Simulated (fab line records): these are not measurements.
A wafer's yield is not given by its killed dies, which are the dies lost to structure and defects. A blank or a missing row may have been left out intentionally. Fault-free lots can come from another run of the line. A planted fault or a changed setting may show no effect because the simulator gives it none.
fab line records -- flow nand-harc -- part 2 of 2: steps 5 to 6 of 6
[record] lots = 23, wafers = 69, last-day = 33
route steps=1302 shown A_STAIRCASE@671
lots that met no fault: taken from a fault-free run of the same line
start-h: start of the lot's first displayed wafer, in hours after the record's first day -- wait-h: hours from the lot's prior step to this one -- " as in the row above -- L1.1+2: one row covering several wafers at once -- - no value, or no start given -- * or withheld: withheld -- < > ~ a bound
route shown NAME@n: NAME is a module with steps in the file, n the number in the route of the first one -- usual: average and standard deviation across the fault-free wafers -- same: alike in all rows -- chamber/n: place in a boat -- sites: each site's reading -- _std_site: standard deviation across them -- _edge_site: inner sites' mean taken away from outer sites' mean -- radius-mm: for every site, how far away it sits from the centre of the wafer -- mask NAME#n: copy n -- behind: the last tool/chamber to shape the wafer -- hold: reason for holding the lot/hours on hold/outcome of the hold -- device: which transistor (n, p or np) failed to switch -- end of line: the same wafers' tests at the end of the route -- a step without rows: its recipe alone -- killed: at the first sort, the dies lost to defects and structure; wafer yield is something else -- map: dies across one wafer; x = killed, . = not, _ = none there
set.NAME: setting as actually run; set.NAME@STEP: the setting as run at that earlier step -- model.NAME: the simulator's own value behind a step, which no gauge read
the route's steps for a sample of lots (tables are steps, rows are wafers)
services: from which hour (start-h, from the record's first day; less than 0 if before it) a tool's chamber was out of use, for how many hours, and why
[[steps]]
[step NHARC_A_STAIRCASE_TRIM_202]
[recipe] time-s = 211.2, o2-flow-sccm = 500, ar-flow-sccm = 0, bias-w = 0, chemistry = O2
[usual] drypump-motor-current-A = 5.8/0.49, oes-product-au = 1.000/0.0087, rf-vpp-V = 58.0/0.99, showerhead-plenum-p-Torr = 3.60/0.19, throttle-valve-pct = 17.036/0.0097
lot.wafer,tool,chamber,start-h,wait-h,drypump-motor-current-A,oes-product-au,rf-hours-counter-h,rf-vpp-V,showerhead-plenum-p-Torr,throttle-valve-pct
L075.2,rie-diel-05,3,-,-,5.3,1.000,41,58.4,3.58,17.024
L075.1,rie-diel-05,1,-,-,5.5,0.996,39,58.0,3.38,17.043
L075.3,rie-diel-05,2,-,-,6.2,1.000,40,58.2,3.79,17.031
L074.3,rie-diel-05,2,-,-,6.2,1.004,42,57.6,3.78,17.054
L074.1,rie-diel-05,3,-,-,5.3,1.005,43,55.5,3.58,17.033
L074.4,rie-diel-05,0,-,-,4.7,1.010,43,58.4,3.62,17.031
L076.2,rie-diel-05,1,-,-,5.5,0.998,50,57.6,3.37,17.042
L076.6,rie-diel-05,2,-,-,6.2,0.991,-,58.3,3.78,17.039
L076.5,rie-diel-05,3,-,-,5.3,1.000,-,58.7,3.58,17.029
L077.2,rie-diel-05,1,-,-,5.5,0.995,51,57.5,3.37,17.035
L077.3,rie-diel-05,0,-,-,4.7,0.994,53,59.6,3.61,17.051
L077.5,rie-diel-05,1,-,-,5.5,0.993,-,57.9,3.37,17.030
L078.3,rie-diel-07,2,-,-,5.7,0.984,38,57.7,3.31,17.022
L078.4,rie-diel-07,3,-,-,6.2,0.990,-,58.2,3.63,17.040
L078.6,rie-diel-07,1,-,-,5.8,1.011,-,59.6,3.78,17.055
L079.3,rie-diel-03,1,-,-,6.1,1.002,38,57.4,3.29,17.050
L079.2,rie-diel-03,2,-,-,6.0,1.012,14,58.0,3.77,17.031
L079.5,rie-diel-03,0,-,-,5.7,1.017,-,56.9,3.31,17.037
L081.1,rie-diel-05,1,-,-,5.5,0.994,3,56.0,3.36,17.037
L081.2,rie-diel-05,2,-,-,6.2,0.993,3,57.9,3.77,17.035
L081.5,rie-diel-05,2,-,-,6.2,0.973,-,58.5,3.77,17.048
L080.3,rie-diel-03,3,-,-,6.6,1.005,42,58.7,3.78,17.053
L080.1,rie-diel-03,1,-,-,6.1,0.986,50,58.2,3.28,17.044
L080.6,rie-diel-03,1,-,-,6.1,0.998,-,57.4,3.28,17.031
L082.2,rie-diel-05,2,-,-,6.2,0.983,7,58.7,3.77,17.037
L082.1,rie-diel-05,1,-,-,5.5,0.989,8,57.0,3.36,17.039
L082.6,rie-diel-05,2,-,-,6.2,0.988,-,58.9,3.77,17.034
L083.1,rie-diel-03,2,-,-,6.1,1.017,28,57.6,3.76,17.042
L083.3,rie-diel-03,0,-,-,5.7,1.004,41,57.3,3.30,17.012
L083.5,rie-diel-03,2,-,-,6.1,1.007,-,58.3,3.76,17.039
L084.4,rie-diel-05,2,-,-,6.2,0.977,18,57.8,3.76,17.033
L084.6,rie-diel-05,3,-,-,5.3,1.001,-,57.9,3.56,17.029
L084.5,rie-diel-05,0,-,-,4.7,1.005,-,57.5,3.60,17.046
L085.4,rie-diel-05,2,-,-,6.2,0.988,20,59.3,3.76,17.022
L085.1,rie-diel-05,1,-,-,5.5,0.987,16,58.0,3.36,17.026
L085.6,rie-diel-05,2,-,-,6.2,0.989,-,59.1,3.76,17.035
L086.1,rie-diel-07,0,-,-,6.0,0.999,1,58.4,3.65,17.002
L086.3,rie-diel-07,2,-,-,5.7,1.002,2,57.7,3.29,17.055
L086.6,rie-diel-07,0,-,-,6.0,1.005,-,58.0,3.65,17.040
L087.4,rie-diel-03,1,-,-,6.1,0.995,7,58.1,3.80,17.061
L087.2,rie-diel-03,2,-,-,6.1,1.015,8,56.8,3.75,17.035
L087.5,rie-diel-03,0,-,-,5.7,1.015,-,57.6,3.30,17.037
L089.1,rie-diel-03,0,-,-,5.6,0.998,11,58.2,3.30,17.057
L089.3,rie-diel-03,3,-,-,6.6,1.010,13,57.9,3.77,17.060
L089.5,rie-diel-03,0,-,-,5.7,1.003,-,56.8,3.30,17.034
L088.3,rie-diel-03,0,-,-,5.7,0.995,12,57.5,3.29,17.031
L088.4,rie-diel-03,2,-,-,6.1,1.021,11,58.4,3.75,17.048
L088.5,rie-diel-03,1,-,-,6.1,1.000,-,57.8,3.80,17.033
L090.4,rie-diel-05,1,-,-,5.5,1.000,31,59.4,3.35,17.046
L090.1,rie-diel-05,0,-,-,4.7,1.000,34,57.4,3.59,17.025
L090.5,rie-diel-05,2,-,-,6.2,0.986,-,58.8,3.75,17.037
L092.4,rie-diel-03,1,-,-,6.1,1.005,18,57.8,3.80,17.044
L092.1,rie-diel-03,0,-,-,5.7,1.006,20,57.8,3.29,17.033
L092.5,rie-diel-03,1,-,-,6.1,0.999,-,58.6,3.80,17.049
L093.1,rie-diel-07,1,-,-,5.8,0.998,30,59.3,3.75,17.040
L093.4,rie-diel-07,0,-,-,6.0,0.986,-,58.1,3.63,17.040
L093.5,rie-diel-07,3,-,-,6.1,0.999,-,58.3,3.61,17.047
L095.3,rie-diel-03,0,-,-,5.7,1.005,30,58.4,3.29,17.059
L095.2,rie-diel-03,1,-,-,6.1,1.002,28,57.1,3.79,17.035
L095.6,rie-diel-03,3,-,-,6.6,1.008,-,57.0,3.76,17.021
L094.1,rie-diel-03,1,-,-,6.1,1.000,29,59.5,3.79,17.042
L094.2,rie-diel-03,3,-,-,6.6,1.003,33,59.8,3.76,17.036
L094.4,rie-diel-03,0,-,-,5.7,0.992,31,58.4,3.28,17.038
L097.4,rie-diel-07,3,-,-,6.1,1.001,38,57.1,3.60,17.027
L097.3,rie-diel-07,2,-,-,5.7,0.996,34,56.6,3.28,17.033
L097.6,rie-diel-07,3,-,-,6.1,1.007,-,59.5,3.60,17.026
L096.1,rie-diel-03,3,-,-,6.7,1.006,36,58.6,3.76,17.045
L096.6,rie-diel-03,3,-,-,6.6,1.009,-,59.0,3.76,17.033
L096.5,rie-diel-03,1,-,-,6.1,1.003,-,58.0,3.79,17.047
[step NHARC_A_STAIRCASE_TRIM_222]
[recipe] time-s = 211.2, o2-flow-sccm = 500, ar-flow-sccm = 0, bias-w = 0, chemistry = O2
[usual] drypump-motor-current-A = 5.9/0.47, oes-product-au = 1.000/0.0087, rf-vpp-V = 58.0/0.95, showerhead-plenum-p-Torr = 3.61/0.19, throttle-valve-pct = 17.036/0.0086
lot.wafer,tool,chamber,start-h,wait-h,drypump-motor-current-A,oes-product-au,rf-hours-counter-h,rf-vpp-V,showerhead-plenum-p-Torr,throttle-valve-pct
L075.3,rie-diel-05,0,-,-,4.7,0.997,42,57.4,3.62,17.028
L075.1,rie-diel-05,1,-,-,5.5,1.010,40,57.0,3.38,17.039
L075.2,rie-diel-05,2,-,-,6.2,0.983,40,59.1,3.78,17.039
L074.1,rie-diel-05,1,-,-,5.5,1.012,43,57.3,3.37,17.024
L074.3,rie-diel-05,2,-,-,6.2,1.009,43,59.2,3.78,17.025
L074.4,rie-diel-05,3,-,-,5.3,1.012,44,58.6,3.58,17.034
L076.2,rie-diel-07,3,-,-,6.1,0.987,24,59.4,3.64,17.031
L076.6,rie-diel-07,0,-,-,6.0,0.997,-,57.5,3.66,17.039
L076.5,rie-diel-07,1,-,-,5.8,1.006,-,57.9,3.79,17.031
L077.3,rie-diel-05,0,-,-,4.7,0.979,53,57.8,3.61,17.032
L077.2,rie-diel-05,3,-,-,5.3,1.003,52,57.9,3.58,17.043
L077.5,rie-diel-05,0,-,-,4.7,0.981,-,57.3,3.61,17.039
L078.3,rie-diel-03,1,-,-,6.1,1.007,39,56.2,3.29,17.031
L078.4,rie-diel-03,0,-,-,5.7,1.012,33,58.2,3.31,17.036
L078.6,rie-diel-03,1,-,-,6.1,0.992,-,56.8,3.29,17.024
L079.3,rie-diel-03,0,-,-,5.7,0.997,33,57.6,3.31,17.034
L079.2,rie-diel-03,3,-,-,6.7,0.984,37,58.1,3.79,17.037
L079.5,rie-diel-03,0,-,-,5.7,0.989,-,57.7,3.31,17.038
L081.1,rie-diel-03,3,-,-,6.6,0.991,41,59.7,3.78,17.037
L081.2,rie-diel-03,1,-,-,6.1,0.989,49,57.1,3.28,17.041
L081.5,rie-diel-03,1,-,-,6.1,0.999,-,56.1,3.28,17.049
L080.3,rie-diel-03,2,-,-,6.1,1.019,27,58.5,3.76,17.037
L080.1,rie-diel-03,3,-,-,6.7,1.002,43,57.5,3.78,17.034
L080.6,rie-diel-03,2,-,-,6.1,1.007,-,57.9,3.76,17.040
L082.1,rie-diel-07,0,-,-,6.0,0.989,50,56.2,3.65,17.046
L082.2,rie-diel-07,2,-,-,5.7,0.985,54,55.9,3.30,17.039
L082.6,rie-diel-07,1,-,-,5.8,1.001,-,59.1,3.78,17.057
L083.3,rie-diel-03,0,-,-,5.7,1.011,42,57.6,3.30,17.028
L083.1,rie-diel-03,3,-,-,6.6,0.997,44,59.4,3.78,17.036
L083.5,rie-diel-03,0,-,-,5.7,1.001,-,57.4,3.30,17.022
L084.4,rie-diel-03,3,-,-,6.7,0.998,0,57.7,3.78,17.030
L084.5,rie-diel-03,2,-,-,6.1,0.995,-,58.0,3.76,17.037
L084.6,rie-diel-03,3,-,-,6.7,1.007,-,58.6,3.78,17.065
L085.4,rie-diel-03,1,-,-,6.1,0.996,5,58.5,3.81,17.044
L085.1,rie-diel-03,3,-,-,6.7,1.005,8,57.6,3.77,17.027
L085.6,rie-diel-03,2,-,-,6.0,1.007,-,57.5,3.75,17.045
L086.3,rie-diel-07,0,-,-,6.0,0.997,2,58.6,3.65,17.029
L086.1,rie-diel-07,1,-,-,5.8,1.004,2,57.2,3.77,17.034
L086.6,rie-diel-07,0,-,-,5.9,0.996,-,59.7,3.65,17.018
L087.2,rie-diel-03,1,-,-,6.1,1.000,8,57.7,3.80,17.039
L087.5,rie-diel-03,3,-,-,6.6,0.999,-,57.9,3.77,17.043
L087.4,rie-diel-03,2,-,-,6.0,1.007,-,58.8,3.75,17.033
L089.1,rie-diel-05,2,-,-,6.2,0.985,26,57.5,3.76,17.019
L089.3,rie-diel-05,1,-,-,5.5,0.995,21,57.0,3.36,17.049
L089.5,rie-diel-05,2,-,-,6.2,0.984,-,59.1,3.76,17.032
L088.4,rie-diel-05,0,-,-,4.7,1.002,31,58.0,3.59,17.040
L088.3,rie-diel-05,1,-,-,5.5,0.998,27,57.0,3.35,17.036
L088.5,rie-diel-05,3,-,-,5.3,1.000,-,58.1,3.56,17.042
L090.1,rie-diel-03,2,-,-,6.1,1.006,19,58.8,3.75,17.030
L090.4,rie-diel-03,3,-,-,6.7,1.008,21,57.4,3.77,17.032
L090.5,rie-diel-03,3,-,-,6.6,1.005,-,57.8,3.77,17.039
L092.4,rie-diel-03,3,-,-,6.6,1.010,23,57.5,3.76,17.054
L092.1,rie-diel-03,0,-,-,5.7,1.003,20,56.6,3.29,17.030
L092.5,rie-diel-03,1,-,-,6.1,1.005,-,58.5,3.80,17.043
L093.1,rie-diel-07,1,-,-,5.8,0.992,30,58.9,3.75,17.050
L093.4,rie-diel-07,0,-,-,5.9,1.000,27,58.7,3.63,17.036
L093.5,rie-diel-07,1,-,-,5.8,0.994,-,58.3,3.75,17.041
L095.3,rie-diel-03,3,-,-,6.6,0.998,32,58.1,3.76,17.032
L095.2,rie-diel-03,0,-,-,5.7,1.004,30,57.2,3.29,17.031
L095.6,rie-diel-03,3,-,-,6.7,1.009,-,59.3,3.76,17.035
L094.1,rie-diel-05,3,-,-,5.3,0.997,50,59.0,3.55,17.022
L094.2,rie-diel-05,1,-,-,5.5,0.990,47,58.1,3.34,17.022
L094.4,rie-diel-05,2,-,-,6.2,0.992,51,56.2,3.75,17.043
L097.3,rie-diel-03,3,-,-,6.6,1.004,37,57.9,3.76,17.031
L097.6,rie-diel-03,3,-,-,6.7,1.006,-,58.8,3.76,17.040
L097.4,rie-diel-03,2,-,-,6.1,1.012,-,58.7,3.74,17.034
L096.1,rie-diel-07,0,-,-,5.9,1.012,35,59.0,3.63,17.032
L096.5,rie-diel-07,1,-,-,5.8,1.005,-,59.1,3.75,17.031
L096.6,rie-diel-07,2,-,-,5.7,1.004,-,57.3,3.28,17.038
[[services]]
tool,chamber,start-h,hours,kind
rie-diel-03,0,331.94,9.6,repair
rie-diel-05,-,333.91,2.4,repair
rie-diel-03,1,339.50,-,clean
rie-diel-03,2,339.50,-,clean
rie-diel-05,3,339.88,1.6,repair
rie-diel-07,1,348.32,7.1,repair
rie-diel-07,3,350.71,6.8,repair
rie-diel-05,0,352.29,2.8,repair
rie-diel-05,2,371.79,6.8,repair
rie-diel-07,0,395.55,6.7,repair
rie-diel-05,-,406.75,9.0,pm
rie-diel-03,3,414.78,10.4,repair
rie-diel-07,3,415.93,18.2,repair
rie-diel-03,-,458.30,9.0,pm
rie-diel-05,-,466.57,7.1,repair
rie-diel-07,-,471.20,9.0,pm
rie-diel-03,1,477.21,2.8,repair
rie-diel-03,0,492.39,3.5,repair
rie-diel-07,0,497.96,6.9,repair
rie-diel-05,1,535.89,5.3,repair
rie-diel-03,-,537.05,0.6,repair
rie-diel-05,0,553.50,2.5,repair
rie-diel-07,2,560.00,1.7,repair
rie-diel-03,0,568.97,94.2,repair
